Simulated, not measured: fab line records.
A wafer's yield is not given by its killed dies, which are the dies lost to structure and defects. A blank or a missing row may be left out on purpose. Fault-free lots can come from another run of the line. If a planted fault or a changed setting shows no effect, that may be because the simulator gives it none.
Comparing a struck lot with a sound one -- flow n5_finfet -- 37 steps out of a route of 1938
Sound: wafers L820.1, L820.3, L820.6. Wafers L819.1, L819.5, L819.6 were the ones struck. The cause comes at the end.
Per side, at each step with rows, come the tool, then ch with its chambers, and then its first start. Under that, the readings that differ: sound wafers -- struck wafers -- difference of the means -- sigmas: that difference in standard deviations of wafers without a fault.
alike: a reading whose means differ by less than 2 such deviations, as well as words and numbers matching on both sides. not compared: withheld readings; readings where some wafer has no value; bounds like >300 that might hide an equal value; numbers whose values overlap and for which the record gives no deviation.
The two part at a step that has a row with sigmas, a row that says differs or no value, or rows on one side only. Numbers that don't overlap but have no deviation are shown without sigmas and don't part them. A reading missing from all wafers of one side parts the sides only when that side holds two or more wafers.

first, 12 steps without rows for these wafers: N5_SDB_DESCUM_16 (chemistry O2, time 7.9 s); N5_SDB_ETCH_17 (etches SiARC in CF4, target depth 23.4 nm, time 39 s); N5_SDB_ETCH_18 (etches SOC in N2/H2, target depth 100 nm, overetch 20 nm, time 150 s); N5_SDB_STRIP_19 (strips in N2/H2); N5_SDB_STRIP_21 (strips in CF4); N5_SDB_HM_OPEN_20 (chemistry CH3F/O2, target SiNx, stops on poly-Si, target depth 24 nm); N5_SDB_STRIP_22 (strips in N2/H2); N5_SDB_PRECLEAN_23 (cleans in dHF, time 30 s); N5_SDB_DUMMY_REMOVE_24 (chemistry TMAH, target poly-Si, stops on SiO2, target depth 142 nm, time 57 s, rinse time 30 s); N5_SDB_ETCH_25 (etches SiO2 in C4F6/O2, target depth 10 nm, time 3.3 s); N5_SDB_CUT_ETCH_26 (etches Si in HBr/Cl2/O2, target depth 129.6 nm, bt time 20 s, time 51.8 s); N5_SDB_PRECLEAN_38 (cleans in dHF, time 10 s).
N5_SDB_PRECLEAN_39: cleans in O3/DIW, time 45 s.
  sound on wet_bench-06 ch 2,6,7, day 8 19:05; struck on wet_bench-04 ch 1,3,7, day 8 15:50
then, 23 steps without rows for these wafers: N5_SDB_SRD_28 (time 30 s); N5_SDB_ALD_29 (deposits SiNx, target thk 30 nm, pulse time 1 s, ald cycles 600); N5_SDB_CMP_30 (polishes, stops on poly-Si, t overpolish 1.54 s, target thk 30 nm); N5_DUMMY_REMOVAL_HM_STRIP_01 (strips SiNx in CH3F/O2, stops on poly-Si, target depth 4 nm, time 6.8 s); N5_DUMMY_REMOVAL_STRIP_10 (strips in N2/H2, time 40 s); N5_DUMMY_REMOVAL_PRECLEAN_07 (cleans in dHF, time 30 s); N5_DUMMY_REMOVAL_DUMMY_REMOVE_02 (chemistry TMAH, target poly-Si, stops on SiO2, target depth 142 nm, time 57 s, rinse time 30 s); N5_DUMMY_REMOVAL_PRECLEAN_08 (cleans in NF3:NH3, afs cycles 2, time 20 s, sublimation time 60 s); N5_DUMMY_REMOVAL_PRECLEAN_04 (cleans in DHF, time 37 s); N5_DUMMY_REMOVAL_SRD_05 (time 30 s); N5_HKMG_FIN_IL_REGROW_00 (material SiO2, chemistry O3, target thk 0.75 nm, time 30 s); N5_HKMG_FIN_HK_ALD_01 (deposits HfO2, target thk 1.6 nm, pulse time 3 s, purge time 3 s); N5_HKMG_FIN_HK_ANNEAL_02 (time 30 s); N5_HKMG_FIN_ALD_74 (deposits La2O3, target thk 0.5 nm, pulse time 6 s, co reactant pulse time 1 s); N5_HKMG_FIN_ALD_75 (deposits Al2O3, target thk 1 nm, co reactant pulse time 1 s); N5_HKMG_FIN_COAT_41 (time 60 s, resist thk 300 nm); N5_HKMG_FIN_COAT_42 (time 60 s, resist thk 35 nm); N5_HKMG_FIN_COAT_43 (resist thk 90 nm); N5_HKMG_FIN_EBR_45; N5_HKMG_FIN_SOFTBAKE_44 (time 60 s); N5_HKMG_FIN_EXPOSE_46 (exposes mask NDIPOLE); N5_HKMG_FIN_PEB_47 (peb time 60 s); N5_HKMG_FIN_DEVELOP_48 (develop time 30 s).
-- the record jumps here: 10 days lie between the struck wafers' starts before and after (it left off in module HKMG_FIN and takes up again in module PASSIVATION, whose first step shown is number 1936 of the route) --
N5_PASSIVATION_PROBE_49:
  sound on prober-01 at day 18 18:28; struck on prober-02 at day 18 05:07
reading,sound,struck,difference,sigmas
killed_at_front_end,37 31 26,113 178 130,+109,+9
killed_dies,87 83 87,202 226 188,+120,+7
killed_on_rim,19 12 10,33 18 32,+14,+4
  alike: killed_at_M0_to_M3, killed_at_M4_up, killed_at_contacts, killed_at_other, killed_open, killed_short

## WHERE THEY PART
Only at N5_PASSIVATION_PROBE_49, within this record.

WHY: what the simulator had put in
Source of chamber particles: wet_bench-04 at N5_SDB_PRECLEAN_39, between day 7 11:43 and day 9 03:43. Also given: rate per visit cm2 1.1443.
